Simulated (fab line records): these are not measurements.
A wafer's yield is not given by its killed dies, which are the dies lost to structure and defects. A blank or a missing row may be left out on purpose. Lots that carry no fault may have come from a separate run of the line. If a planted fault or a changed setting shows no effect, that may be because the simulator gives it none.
A struck lot beside a sound one / flow nand-harc / 13 steps out of a route of 1159
Sound: these wafers, L204.2, L204.4, L204.5. Wafers L223.1, L223.3, L223.4 were the ones struck. The cause is given at the end.
At each step with rows: each side's tool, then ch and its chambers, then its first start. Under that, the readings that differ: sound wafers / struck wafers / difference of the means / sigmas: that difference in standard deviations of wafers without a fault.
alike: words and numbers the same on both sides, and readings whose means are apart by under 2 such deviations; not compared: readings that were withheld, readings missing a value for some wafer, numbers with overlapping values and no deviation given by the record, and bounds like >300 which may hide the same value.
Wherever a step has rows on one side only, a row that says differs or no value, or a row with sigmas, the two part there. Numbers that don't overlap but have no deviation are shown without sigmas and don't part them. Lack of a reading on every wafer of one side parts them only where that side has two or more wafers.

NHARC_A_SLIT_ETCH_29: etches the open film in CF4/O2, target depth 100 nm, overetch 10 nm, time 55 s.
  sound on rie-diel-11 ch 0,1,2, day 14 20:14; struck on rie-diel-03 ch 0,1,3, day 19 14:32
  alike: drypump-motor-current-A, oes-product-au, rf-vpp-V, showerhead-plenum-p-Torr, throttle-valve-pct
  not compared: rf-hours-counter-h
NHARC_A_SLIT_STRIP_18: strips in O2.
  sound: rie-diel-11 ch 0,2; struck: rie-diel-03 ch 1,2,3
  alike: drypump-motor-current-A, oes-product-au, rf-vpp-V, showerhead-plenum-p-Torr, throttle-valve-pct
  not compared: rf-hours-counter-h
then, 2 steps without rows for these wafers: NHARC_A_SLIT_PRECLEAN_19 (cleans in SC1); NHARC_A_SLIT_SRD_20.
NHARC_A_SLIT_CD_MEAS_21:
  sound on cd-sem-03, day 14 20:49; struck on cd-sem-02, day 19 15:04
  alike: cd-nm
then, 3 steps without rows for these wafers: NHARC_A_SIN_REMOVE_WET_00 (chemistry H3PO4, time 15300 s); NHARC_A_SIN_REMOVE_PRECLEAN_01 (cleans in SC1); NHARC_A_SIN_REMOVE_SRD_02.
NHARC_A_SIN_REMOVE_INSPECT_04:
  sound on defect-inspect-02, day 15 04:38; struck on defect-inspect-01, day 19 22:47
  alike: raw-defect-count
NHARC_A_WL_FILL_ALD_00: deposits Al2O3, target thk 3 nm, pulse time 3 s, ald cycles 30.
  sound on ald-hk-01 ch 0,2,3, day 15 04:43; struck on ald-hk-03 ch 0,1,2, day 19 22:50
  alike: heater-power-outer-w, heater-power-w, precursor-pulse-height-rel
NHARC_A_WL_FILL_RTA_01: time 5 s.
  sound on rtp-anneal-01 ch 0, day 15 04:59; struck on rtp-anneal-01 ch 0, day 19 23:06
  alike: lamp-power-pct, wafer_temp_C_max
NHARC_A_WL_FILL_ALD_02: deposits TiN, target thk 2 nm, pulse time 3 s, ald cycles 100.
  sound on ald-metal-04 ch 0,2, day 15 05:13; struck on ald-metal-02 ch 0,1,2, day 19 23:19
  no value came back on the struck wafers for any of 5 readings (ald-cycles, heater-power-outer-w (W) and others); on the sound wafers ald-cycles reads 100 100 100
-- jump in the record: it breaks off in module A_WL_FILL and resumes in module END (first step shown: number 1159 of the route), and 4 days separate the struck wafers' starts before and after --
NHARC_END_SORT_01:
  the record has rows for the struck wafers here (prober-02 ch 0, day 24 05:00) and none for the sound ones

## WHERE THEY PART
Last at NHARC_END_SORT_01 as far as this record goes, first at NHARC_A_WL_FILL_ALD_02.

WHY: the cause the simulator had injected
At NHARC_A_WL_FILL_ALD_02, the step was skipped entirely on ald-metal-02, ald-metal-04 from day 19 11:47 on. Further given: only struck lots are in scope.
